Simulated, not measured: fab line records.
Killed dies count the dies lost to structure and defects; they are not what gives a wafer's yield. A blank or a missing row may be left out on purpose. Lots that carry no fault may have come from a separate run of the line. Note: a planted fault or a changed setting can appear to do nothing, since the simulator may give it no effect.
fab line records	flow n5Finfet
record: lots: 6	wafers: 18	lastDay: 15
route steps=1938 shown BEOL_M14@1767 BEOL_M15@1773
lots untouched by any fault: they come from a run of this same line in which no faults occurred
startH: hours from the record's opening day to when the first of the lot's shown wafers began	waitH: how many hours have passed since the lot's step before this one	" repeats the value in the row above	L1.1+2: a row that stands for several wafers	- no value present, or no start provided	* or withheld: withheld	< > ~ a bound
route shown NAME@n: a module of which the file shows steps, and the number in the route of the first	usual: mean/standard deviation taken from wafers without a fault	same: alike in all rows	chamber/n: place in a boat	sites: readings site by site	_std_site: the values' standard deviation	_edge_site: the outer-site mean with the inner-site mean subtracted	radiusMm: how far each site lies from the wafer's centre	mask NAME#n: copy n	behind: the most recent tool/chamber to have shaped the wafer	hold: reason for holding the lot/hours on hold/outcome of the hold	device: names the non-switching transistor (n, p or np)	end of line: at the end of the route, the tests of the same wafers	where a step has no rows: the recipe by itself	killed: dies that structure and defects cost at the first sort, which is not the same as the wafer's yield	map: per-die view of a wafer (x killed, . not killed, _ where there is no die)
set.NAME: the run value of the setting; set.NAME@STEP: its run value at that earlier step	model.NAME: the simulator's own value behind a step, which no gauge read
a table for each step, a row for each wafer; lots at some steps of the route
services: the hour from which a tool's chamber was out of use, counted from the record's first day as startH (under 0 if before that day), plus the number of hours and why
== steps ==
step: N5_BEOL_M14_CMP_49
recipe: stopOn: SiO2	tOverpolishS: 5.2	downForcePsi: 2	platenRpm: 80	clearingPlatenDownForcePsi: 2	clearingPlatenRpm: 80	postCmpClean: cuAlkaline	targetThkNm: 560	clearingPlatenPadVelocityMS: 1.5917	padVelocityMS: 1.5917
usual: barrierFieldEndpointS: 11.3/0.32	clearingPlatenDownForcePsi: 2.000/0.0037	headPressurePsi: 2.000/0.0042	motorCurrentA: 7.8/0.64	overpolishRunS: 5.200/0.0094	slurryFlowMlMin: 150.0/0.48	timeToEndpointS: 121/4.8
same: tOverpolishS: 5.2
lot.wafer	tool	chamber	startH	waitH	barrierFieldEndpointS	clearingPlatenDownForcePsi	headPressurePsi	motorCurrentA	overpolishRunS	slurryFlowMlMin	timeToEndpointS
L720.1	cmp-02	2	245.02	0.3	11.7	2.003	2.007	8.0	5.201	149.8	125
L720.5	"	2	"	"	11.5	2.004	2.004	8.0	5.191	149.9	120
L720.6	"	3	"	"	11.6	2.002	2.001	8.6	5.197	149.7	120
L724.2	cmp-01	0	264.63	0.2	10.9	2.002	2.007	7.1	5.190	150.2	115
L724.4	"	2	"	"	11.4	2.002	1.998	7.4	5.204	149.8	125
L724.5	"	3	"	"	10.9	1.999	1.999	8.1	5.210	150.3	117
L725.2	cmp-01	3	274.03	0.2	11.4	1.995	1.994	7.8	5.213	150.6	120
L725.4	"	2	"	"	11.4	2.001	1.997	7.3	5.198	149.7	124
L725.6	"	0	"	"	10.8	2.002	2.001	7.1	5.190	149.9	112
L728.4	cmp-03	2	300.49	0.1	11.5	1.995	2.007	9.1	5.198	150.4	125
L728.3	"	1	"	"	11.0	1.999	2.001	8.8	5.206	150.0	114
L728.5	"	3	"	"	11.2	1.996	1.998	8.1	5.188	149.6	122
L729.3	cmp-01	1	310.40	0.2	11.5	1.996	1.993	7.6	5.200	149.9	122
L729.5	"	3	"	"	11.7	2.006	1.997	8.4	5.215	150.1	127
L729.6	"	0	"	"	11.1	2.004	2.006	7.1	5.194	149.8	119
L736.4	cmp-01	1	340.46	0.2	10.9	1.994	1.999	7.4	5.202	150.0	116
L736.2	"	2	"	"	11.4	2.003	1.995	7.4	5.188	149.5	129
L736.6	"	0	"	"	10.9	1.995	1.996	7.4	5.205	149.8	116
step: N5_BEOL_M14_THK_MEAS_50
recipe: thkMeasGauge: xrf	reads: Cu_of_BEOL_M14_ECD_47
usual: M14_THK: 578/14
lot.wafer	tool	chamber	startH	waitH	M14_THK[nm]
L720.1	filmMetro-01	-	245.31	-	579
L720.5	"	-	"	"	588
L720.6	"	-	"	"	568
L724.2	filmMetro-02	-	264.89	-	574
L724.4	"	-	"	"	593
L724.5	"	-	"	"	581
L725.2	filmMetro-01	-	274.32	-	578
L725.4	"	-	"	"	559
L725.6	"	-	"	"	563
L728.3	filmMetro-01	-	300.79	-	556
L728.4	"	-	"	"	588
L728.5	"	-	"	"	586
L729.3	filmMetro-02	-	310.62	-	561
L729.5	"	-	"	"	584
L729.6	"	-	"	"	596
L736.2	filmMetro-02	-	340.71	-	597
L736.4	"	-	"	"	573
L736.6	"	-	"	"	599
step: N5_BEOL_M14_PRE_CLEAN_52
recipe: gas: NH3	timeS: 15	tempC: withheld	rfPowerW: 300
step: N5_BEOL_M14_DEP_53
recipe: material: SiCN	targetThkA: 500	tempC: withheld	precursor: 3MS/NH3	pressureTorr: 3	rfW: 675	timeS: 17.8
usual: showerheadPlenumPTorr: 4.175/0.018	throttleValvePct: 17.9/0.72
lot.wafer	tool	chamber	startH	waitH	showerheadPlenumPTorr	sinceWetCleanH	throttleValvePct
L720.1	pecvd-02	1	245.37	0.0	4.170	2037	18.5
L720.5	"	2	"	"	4.178	-	17.0
L720.6	"	1	"	"	4.171	-	18.5
L724.2	pecvd-01	0	264.95	0.0	4.155	788	18.1
L724.4	"	0	"	"	4.149	-	18.2
L724.5	"	1	"	"	4.182	-	18.7
L725.2	pecvd-01	0	274.38	0.0	4.155	797	18.5
L725.4	"	0	"	"	4.158	-	18.4
L725.6	"	1	"	"	4.174	-	18.5
L728.3	pecvd-01	2	300.85	0.0	4.194	69	16.4
L728.4	"	0	"	"	4.154	-	18.6
L728.5	"	1	"	"	4.170	-	18.6
L729.3	pecvd-01	0	310.68	0.0	4.151	833	18.3
L729.5	"	0	"	"	4.148	-	18.6
L729.6	"	1	"	"	4.177	-	18.6
L736.2	pecvd-02	2	340.78	0.0	4.163	653	17.7
L736.4	"	2	"	"	4.177	-	17.5
L736.6	"	0	"	"	4.220	-	17.7
step: N5_BEOL_M14_RS_MEAS_54
recipe: thkMeasGauge: four-point-probe	reads: Cu_of_BEOL_M14_ECD_47+Ta_of_BEOL_M14_SPUTTER_44+TaN_of_BEOL_M14_SPUTTER_43
usual: M14_RS: 0.0333/0.00078
lot.wafer	tool	chamber	startH	waitH	M14_RS[ohm/sq]
L720.1	filmMetro-01	-	245.44	0.0	0.0331
L720.5	"	-	"	"	0.0323
L720.6	"	-	"	"	0.0334
L724.2	filmMetro-01	-	265.02	0.1	0.0336
L724.4	"	-	"	"	0.0327
L724.5	"	-	"	"	0.0332
L725.2	filmMetro-01	-	274.45	0.1	0.0327
L725.4	"	-	"	"	0.0339
L725.6	"	-	"	"	0.0335
L728.3	filmMetro-02	-	300.92	0.1	0.0344
L728.4	"	-	"	"	0.0326
L728.5	"	-	"	"	0.0327
L729.3	filmMetro-02	-	310.75	0.1	0.0345
L729.5	"	-	"	"	0.0331
L729.6	"	-	"	"	0.0325
L736.2	filmMetro-02	-	340.84	0.1	0.0320
L736.4	"	-	"	"	0.0334
L736.6	"	-	"	"	0.0319
step: N5_BEOL_M14_INSPECT_55
recipe: inspectInstrument: darkfield	mode: postDep
usual: rawDefectCount: 64/21
lot.wafer	tool	chamber	startH	waitH	rawDefectCount
L720.1	defectInspect-01	-	245.47	0.0	100
L720.5	"	-	"	"	64
L720.6	"	-	"	"	65
L724.2	defectInspect-02	-	265.04	0.0	98
L724.4	"	-	"	"	78
L724.5	"	-	"	"	61
L725.2	defectInspect-02	-	274.48	0.0	42
L725.4	"	-	"	"	39
L725.6	"	-	"	"	52
L728.3	defectInspect-01	-	300.94	0.0	72
L728.4	"	-	"	"	51
L728.5	"	-	"	"	77
L729.3	defectInspect-01	-	310.77	0.0	66
L729.5	"	-	"	"	58
L729.6	"	-	"	"	56
L736.2	defectInspect-02	-	340.87	0.0	41
L736.4	"	-	"	"	44
L736.6	"	-	"	"	36
step: N5_BEOL_M15_ILD_DEP_00
recipe: material: SiO2	targetThkA: 16293	tempC: 400	precursor: TEOS/O2	pressureTorr: 6.5	rfW: 900	teosFlowSccm: 161.4	gas: O2	flowSccm: 2650	timeS: 346.1
usual: heaterPowerW: 557/150	showerheadPlenumPTorr: 8.35/0.038	susceptorTempC: 400.00/0.21	throttleValvePct: 18.8/0.84
lot.wafer	tool	chamber	startH	waitH	heaterPowerW	showerheadPlenumPTorr	sinceWetCleanH	susceptorTempC	throttleValvePct
L720.1	pecvd-03	1	245.50	0.0	660	8.38	1856	400.28	19.6
L720.5	"	2	"	"	444	8.31	-	399.72	19.4
L720.6	"	1	"	"	557	8.37	-	399.85	19.4
L724.2	pecvd-04	0	265.08	0.0	765	8.36	969	400.11	17.8
L724.4	"	0	"	"	607	8.36	-	400.18	17.8
L724.5	"	1	"	"	750	8.31	-	400.25	19.3
L725.2	pecvd-02	1	274.51	0.0	460	8.36	2066	399.91	18.8
L725.4	"	0	"	"	677	8.42	-	399.70	18.4
L725.6	"	1	"	"	505	8.36	-	399.76	18.9
L728.3	pecvd-03	1	300.98	0.0	695	8.37	1911	400.00	19.6
L728.4	"	2	"	"	408	8.32	-	399.95	19.4
L728.5	"	1	"	"	559	8.39	-	399.98	19.2
L729.3	pecvd-03	0	310.81	0.0	380	8.29	1196	399.99	19.4
L729.5	"	2	"	"	310	8.33	-	399.88	19.5
L729.6	"	0	"	"	425	8.29	-	399.73	19.3
L736.2	pecvd-04	2	340.91	0.0	699	8.37	291	399.82	17.6
L736.4	"	2	"	"	575	8.40	-	399.86	17.5
L736.6	"	2	"	"	696	8.37	-	399.69	17.6
step: N5_BEOL_M15_THK_MEAS_01
recipe: reads: SiO2_of_BEOL_M15_ILD_DEP_00
usual: M15_ILD_THK: 1632/23
lot.wafer	tool	chamber	startH	waitH	M15_ILD_THK[nm]
L720.1	filmMetro-02	-	245.75	0.1	1649
L720.5	"	-	"	"	1643
L720.6	"	-	"	"	1674
L724.2	filmMetro-02	-	265.33	0.1	1642
L724.4	"	-	"	"	1647
L724.5	"	-	"	"	1644
L725.2	filmMetro-02	-	274.76	0.1	1635
L725.4	"	-	"	"	1616
L725.6	"	-	"	"	1662
L728.3	filmMetro-01	-	301.23	0.1	1639
L728.4	"	-	"	"	1617
L728.5	"	-	"	"	1638
L729.3	filmMetro-01	-	311.06	0.1	1659
L729.5	"	-	"	"	1643
L729.6	"	-	"	"	1674
L736.2	filmMetro-02	-	341.26	0.3	1629
L736.4	"	-	"	"	1648
L736.6	"	-	"	"	1641
step: N5_BEOL_M15_COAT_58
recipe: resist: BARC	tempC: 205	timeS: 60	spinRpm: 1500	resistThkNm: 89
step: N5_BEOL_M15_COAT_04
recipe: spinRpm: 1704	resistThkNm: 800
step: N5_BEOL_M15_EBR_06
recipe: solvent: PGMEA	ebrWidthMm: 1.5
step: N5_BEOL_M15_SOFTBAKE_05
recipe: tempC: 130	timeS: 60
step: N5_BEOL_M15_EXPOSE_07
recipe: maskId: V14	na: 0.8	sourceShape: annular	sigmaInner: 0.5	sigmaOuter: 0.8	polarization: unpolarized	attpsmPhaseDeg: 180	doseMj: 41.25
same: sigmaInner: 0.5
lot.wafer	tool	chamber	startH	waitH	mask	model.BEOL_M15.overlayXNm
L720.1+5+6	krfScanner-02	0	246.01	-	V14#0	2.4
L724.2+4+5	krfScanner-01	0	265.46	-	V14#0	-3
L725.2+4+6	krfScanner-01	0	274.90	-	V14#0	39.8
L728.3+4+5	krfScanner-02	0	301.37	-	V14#0	0
L729.3+5+6	krfScanner-01	0	311.33	-	V14#0	48.4
L736.2+4+6	krfScanner-02	0	341.53	-	V14#0	3.6
step: N5_BEOL_M15_PEB_08
recipe: pebTempC: 130	pebTimeS: 90
step: N5_BEOL_M15_DEVELOP_09
recipe: developTimeS: 45	rinseLiquid: diw	dry: airSpin	devTempC: 21
step: N5_BEOL_M15_HARDBAKE_14
recipe: tempC: 130	timeS: 120
step: N5_BEOL_M15_CD_MEAS_10
recipe: targetCdNm: 360	landingEnergyEv: 500	detector: seInlens	polarity: opening
usual: cdNm: 361.0/1.5
same: landingEnergyEv: 500
lot.wafer	tool	chamber	startH	waitH	cdNm
L720.1	cdSem-02	0	246.18	-	359.6
L720.5	"	0	"	"	360.3
L720.6	"	0	"	"	360.2
L724.2	cdSem-01	0	265.63	-	362.5
L724.4	"	0	"	"	362.8
L724.5	"	0	"	"	361.8
L725.2	cdSem-01	0	275.07	-	360.0
L725.4	"	0	"	"	358.9
L725.6	"	0	"	"	359.4
L728.3	cdSem-03	0	301.53	-	363.4
L728.4	"	0	"	"	362.1
L728.5	"	0	"	"	362.3
L729.3	cdSem-02	0	311.49	-	359.1
L729.5	"	0	"	"	360.4
L729.6	"	0	"	"	359.7
L736.2	cdSem-02	0	341.69	-	361.7
L736.4	"	0	"	"	361.2
L736.6	"	0	"	"	360.4
step: N5_BEOL_M15_OVL_MEAS_11
recipe: pointsPerWafer: 44
usual: V14_OVL: 3/3.9
lot.wafer	tool	chamber	startH	waitH	V14_OVL[nm]
L720.1	overlay-02	0	246.21	0.0	0
L720.5	"	0	"	"	-1
L720.6	"	0	"	"	0
L724.2	overlay-02	0	265.66	0.0	6
L724.4	"	0	"	"	-2
L724.5	"	0	"	"	-3
L725.2	overlay-01	0	275.10	0.0	46
L725.4	"	0	"	"	41
L725.6	"	0	"	"	42
L728.3	overlay-02	0	301.56	0.0	0
L728.4	"	0	"	"	5
L728.5	"	0	"	"	9
L729.3	overlay-01	0	311.52	0.0	44
L729.5	"	0	"	"	47
L729.6	"	0	"	"	53
L736.2	overlay-01	0	341.72	0.0	7
L736.4	"	0	"	"	8
L736.6	"	0	"	"	4
step: N5_BEOL_M15_INSPECT_12
recipe: mode: adi	inspectInstrument: macro
usual: rawDefectCount: 2.0/1.5
lot.wafer	tool	chamber	startH	waitH	rawDefectCount
L720.1	defectInspect-02	-	246.23	0.0	3
L720.5	"	-	"	"	2
L720.6	"	-	"	"	2
L724.2	defectInspect-02	-	265.69	0.0	4
L724.4	"	-	"	"	1
L724.5	"	-	"	"	1
L725.2	defectInspect-01	-	275.12	0.0	3
L725.4	"	-	"	"	3
L725.6	"	-	"	"	2
L728.3	defectInspect-02	-	301.59	0.0	3
L728.4	"	-	"	"	1
L728.5	"	-	"	"	0
L729.3	defectInspect-01	-	311.54	0.0	3
L729.5	"	-	"	"	5
L729.6	"	-	"	"	3
L736.2	defectInspect-02	-	341.75	0.0	2
L736.4	"	-	"	"	1
L736.6	"	-	"	"	1
== services ==
tool	chamber	startH	hours	kind
krfScanner-01	-	224.11	1.0	pm
krfScanner-01	-	231.71	0.8	repair
cmp-01	-	232.31	3.4	repair
cmp-03	-	235.84	10.2	pm
krfScanner-01	-	240.87	2.2	repair
krfScanner-01	-	248.67	0.6	repair
cmp-02	-	250.35	4.0	pm
krfScanner-02	-	256.12	1.0	pm
cmp-02	-	258.64	1.5	repair
pecvd-03	-	258.70	26.5	repair
cmp-03	-	261.17	4.2	repair
krfScanner-02	-	265.41	1.3	pm
pecvd-04	2	266.62	5.5	scheduledDown
krfScanner-02	-	268.30	0.4	repair
krfScanner-01	0	272.65	-	calibration
krfScanner-01	-	273.47	1.3	pm
pecvd-02	1	281.52	5.5	scheduledDown
pecvd-04	0	297.54	2.1	scheduledDown
pecvd-02	-	297.64	0.7	repair
krfScanner-01	-	302.35	0.7	repair
cmp-03	-	318.55	6.7	pm
pecvd-01	-	329.36	1.0	repair
krfScanner-02	-	336.33	0.8	pm
krfScanner-01	-	339.85	0.8	pm
== key ==
firstSign: step: N5_BEOL_M15_OVL_MEAS_11	reading: V14_OVL	direction: up	sigmas: 11	usual: 3	struck: 46
effect none on later readings
modelEffect: step: N5_BEOL_M15_EXPOSE_07	value: BEOL_M15.overlayXNm	without: 0.7	struck: 44.1
metAt N5_BEOL_M15_EXPOSE_07
struckWafers L725.2,L725.4,L725.6,L729.3,L729.5,L729.6
onsetBetween 265.46 274.90
fault: kind: scannerMatchingOverlay	tool: krfScanner-01	chamber: -	onsetH: 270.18	steps: N5_BEOL_M15_EXPOSE_07	offset: 43.475
